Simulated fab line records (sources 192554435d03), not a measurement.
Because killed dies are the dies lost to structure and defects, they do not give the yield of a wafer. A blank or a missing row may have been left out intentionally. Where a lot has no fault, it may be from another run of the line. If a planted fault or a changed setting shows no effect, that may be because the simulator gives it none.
Which of the tools did it?	flow n5_finfet	14 lots, 40 wafers sampled, at 4 steps of a route of 1938

## WHAT THE GAUGES SHOWED, per wafer
The record holds no reading of a measuring or inspecting step that can be judged against a usual standard deviation.

## EACH LOT AND THE TOOL THAT RAN IT (in order: tool; ch and the chambers of the sampled wafers; start)
lot	N5_BEOL_M13_PRECLEAN_39	N5_PASSIVATION_DEGAS_18	N5_PASSIVATION_PASS_ETCH_47	N5_PASSIVATION_PROBE_49
L443	wet_bench-01 ch 1,2,3, day 11 19:24	pvd_sputter-02, day 12 17:46	rie_diel-06 ch 0,2,3, day 12 20:29	prober-01, day 12 23:31
L444	wet_bench-02 ch 3,4,6, day 12 05:10	pvd_sputter-01, day 13 03:34	rie_diel-03 ch 0,1,2, day 13 06:19	prober-01, day 13 09:20
L445	wet_bench-06 ch 1,6,7, day 12 08:36	pvd_sputter-02, day 13 13:59	rie_diel-06 ch 0,2,3, day 13 17:04	prober-01, day 13 20:08
L449	wet_bench-06 ch 0,1,7, day 12 18:17	pvd_sputter-02, day 13 22:05	rie_diel-06 ch 0,2, day 14 00:35	-
L447	wet_bench-01 ch 1,2,3, day 12 23:36	pvd_sputter-01, day 14 01:31	rie_diel-01 ch 0,3, day 14 04:58	-
L450	wet_bench-06 ch 0,1,6, day 13 07:41	pvd_sputter-02, day 14 14:07	rie_diel-03 ch 2,3, day 14 16:43	prober-02, day 14 19:46
L452	wet_bench-02 ch 0,4,7, day 13 22:34	pvd_sputter-01, day 14 19:28	rie_diel-03 ch 1,2,3, day 14 22:18	prober-01, day 15 01:19
L453	wet_bench-06 ch 0,4,7, day 14 03:22	pvd_sputter-02, day 15 00:50	rie_diel-03 ch 0,1,3, day 15 03:25	prober-01, day 15 06:26
L454	wet_bench-06 ch 0,5,6, day 14 21:09	pvd_sputter-02, day 15 22:27	rie_diel-03 ch 0,3, day 16 01:05	prober-01, day 16 04:16
L457	wet_bench-01 ch 1,4,7, day 15 07:20	pvd_sputter-02, day 16 06:33	rie_diel-06 ch 1,3, day 16 09:32	prober-01, day 16 12:38
L459	wet_bench-02 ch 2,4, day 15 16:32	pvd_sputter-02, day 16 16:07	rie_diel-01 ch 1,3, day 16 19:00	-
L462	wet_bench-01 ch 2,4,5, day 16 01:20	pvd_sputter-01, day 16 20:44	rie_diel-01 ch 2,3, day 16 23:40	prober-01, day 17 02:43
L461	wet_bench-01 ch 2,4,7, day 16 04:14	pvd_sputter-01, day 17 06:12	rie_diel-01 ch 1,2, day 17 09:20	-
L464	wet_bench-02 ch 1,5, day 18 10:40	pvd_sputter-03, day 19 10:16	rie_diel-06 ch 2,3, day 19 12:48	prober-02, day 19 15:58
- N5_BEOL_M13_PRECLEAN_39: cleans in residue remover, time 60 s.
- N5_PASSIVATION_DEGAS_18: time 60 s.
- N5_PASSIVATION_PASS_ETCH_47: etches SiNx in CF4/O2, target depth 770 nm, time 385 s.
- N5_PASSIVATION_PROBE_49

## AS READ BY THE TOOLS THEMSELVES (means over the sampled wafers that have a number; for cases with no such wafer, the mark the record gives instead)
N5_PASSIVATION_DEGAS_18. Usual: heater_power_w at 478 W, with a standard deviation of 67.
lot	tool	heater_power_w (W)	flag
L443	pvd_sputter-02	422	
L444	pvd_sputter-01	482	
L445	pvd_sputter-02	499	
L449	pvd_sputter-02	500	
L447	pvd_sputter-01	513	
L450	pvd_sputter-02	456	
L452	pvd_sputter-01	468	
L453	pvd_sputter-02	482	
L454	pvd_sputter-02	406	
L457	pvd_sputter-02	463	
L459	pvd_sputter-02	446	
L462	pvd_sputter-01	562	
L461	pvd_sputter-01	464	
L464	pvd_sputter-03	428	

N5_PASSIVATION_PASS_ETCH_47. Usual: bias_w 49.01 W, standard deviation 0.14; drypump_motor_current_A 5.9 A, standard deviation 0.44; oes_product_au 0.78 a.u., standard deviation 0.084; rf_vpp_V 239 V, standard deviation 6.9; showerhead_plenum_p_Torr 2.21 Torr, standard deviation 0.059; throttle_valve_pct 15.94 %, standard deviation 0.2.
lot	tool	bias_w (W)	drypump_motor_current_A (A)	oes_product_au (a.u.)	rf_vpp_V (V)	showerhead_plenum_p_Torr (Torr)	throttle_valve_pct (%)	flag
L443	rie_diel-06	48.99	5.4	0.76	234	2.24	15.96	
L444	rie_diel-03	48.94	5.7	0.72	236	2.20	16.07	
L445	rie_diel-06	49.12	5.5	0.75	234	2.24	15.97	
L449	rie_diel-06	49.12	5.5	0.72	232	2.21	15.97	
L447	rie_diel-01	49.03	6.2	0.87	245	2.20	15.87	
L450	rie_diel-03	48.90	6.0	0.75	241	2.14	15.66	
L452	rie_diel-03	49.04	5.7	0.75	240	2.17	15.85	
L453	rie_diel-03	49.31	6.0	0.74	235	2.18	16.03	
L454	rie_diel-03	49.10	6.2	0.74	234	2.15	15.86	
L457	rie_diel-06	48.85	5.7	0.79	243	2.23	15.91	
L459	rie_diel-01	49.12	6.0	0.78	244	2.12	15.93	
L462	rie_diel-01	49.08	6.1	0.86	244	2.18	15.90	
L461	rie_diel-01	48.90	6.0	0.71	241	2.13	16.04	
L464	rie_diel-06	48.95	5.3	0.84	238	2.19	15.77	

N5_PASSIVATION_PROBE_49. Usual: killed_at_M0_to_M3 33, standard deviation 11; killed_at_M4_up 13, standard deviation 5.2; killed_at_contacts 11, standard deviation 5.7; killed_at_front_end 39, standard deviation 11; killed_at_other 4, standard deviation 3; killed_dies 101, standard deviation 20; killed_open 66, standard deviation 15; killed_short 33, standard deviation 8.4.
lot	tool	killed_at_M0_to_M3	killed_at_M4_up	killed_at_contacts	killed_at_front_end	killed_at_other	killed_dies	killed_open	killed_short	flag
L443	prober-01	35	16	10	29	5	95	62	30	
L444	prober-01	31	21	14	42	3	111	73	33	
L445	prober-01	26	14	14	36	10	99	57	41	
L450	prober-02	26	8	10	27	1	72	52	17	
L452	prober-01	34	13	5	28	4	85	59	24	
L453	prober-01	34	131	10	56	4	236	75	43	OFF
L454	prober-01	46	126	9	49	3	233	84	38	OFF
L457	prober-01	38	16	7	41	7	108	67	41	
L462	prober-01	31	10	13	34	6	94	61	31	
L464	prober-02	26	18	18	38	2	102	61	36	

## THE ANSWER, worked out from the rows above alone
Rule: take the mean of a lot's wafers that have a number; if it is more than 3 standard deviations from the usual mean, the lot is off. A lot without any number at a reading at which 4 lots or more have one is off too. Any other lot the step has rows for is counted as sound. Order of review: gauges by route order, followed by the tools' own readings, for which a lot's mean as printed above is used. At the first step where some lot is off, the reading lying furthest off is the one used; lots without a number count as furthest.
Off at N5_PASSIVATION_PROBE_49 (killed_at_M4_up): L453, L454. Neither off nor sound, because the step has no rows for them: L449, L447, L459, L461.
If a tool, at that step or one of the process steps before it, ran each lot that is off and ran no sound lot following the first of them, it fits. Undecided on this evidence; 2 tools fit (wet_bench-06 at N5_BEOL_M13_PRECLEAN_39, rie_diel-03 at N5_PASSIVATION_PASS_ETCH_47).

## WHAT THE SIMULATOR HAD INSERTED
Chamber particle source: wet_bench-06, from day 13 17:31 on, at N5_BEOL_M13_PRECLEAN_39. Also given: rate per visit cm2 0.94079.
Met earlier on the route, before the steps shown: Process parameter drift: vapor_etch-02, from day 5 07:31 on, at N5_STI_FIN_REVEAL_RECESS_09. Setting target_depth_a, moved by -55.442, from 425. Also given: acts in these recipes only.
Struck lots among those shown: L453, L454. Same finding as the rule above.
